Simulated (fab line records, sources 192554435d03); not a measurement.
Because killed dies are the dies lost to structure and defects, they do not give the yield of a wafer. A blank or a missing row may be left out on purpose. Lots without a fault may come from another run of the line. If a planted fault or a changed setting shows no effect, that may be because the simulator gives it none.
Matching of chambers | flow n5-finfet | N5_HKMG_FIN_ALD_21 on ald-metal-02 has 4 sister chambers
The step deposits TiN, target thk 1.5 nm, pulse time 1 s, purge time 3 s. 4 wafers are shown with their chamber, then 11 later ones without.

## EACH WAFER AND ITS CHAMBER
wafer  | chamber | heater-power-w (W)
L083.2 | 3       | 873
L084.3 | 2       | 897
L084.4 | 1       | 943
L085.1 | 0       | 1026

## WAFERS WHOSE CHAMBER IS MISSING
wafer  | heater-power-w (W)
L085.4 | 844
L085.6 | 1004
L087.1 | 1025
L087.2 | 893
L087.5 | 889
L091.2 | 971
L091.5 | 877
L091.6 | 1016
L097.1 | 1035
L097.5 | 879
L097.6 | 1034

## CHAMBER TAKEN BY EACH
wafer  | from the rows above     | in truth
L085.4 | can't be placed: 3 or 2 | 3
L085.6 | 0                       | 0
L087.1 | 0                       | 0
L087.2 | can't be placed: 2 or 3 | 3
L087.5 | can't be placed: 2 or 3 | 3
L091.2 | can't be placed: 1 or 0 | 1
L091.5 | can't be placed: 3 or 2 | 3
L091.6 | 0                       | 0
L097.1 | 0                       | 0
L097.5 | can't be placed: 3 or 2 | 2
L097.6 | 0                       | 0
5 of 11 placed correctly. These rows do not allow placing 6 (true chamber among the candidates in 6). Wrongly placed: 0.
How it was worked out, from the rows above alone: a wafer's distance from a chamber is the root of the sum, over the readings, of the square of ((its reading less the chamber's mean) divided by the reading's scatter). If the next closest chamber is less than 2 further off than the closest, the wafer can't be placed; otherwise it belongs to the closest. The mean given for a chamber averages the wafers shown for that chamber. The scatter (one wafer shown for each chamber): square how far every hidden wafer sits from the nearest shown wafer, average those squares and take the square root.
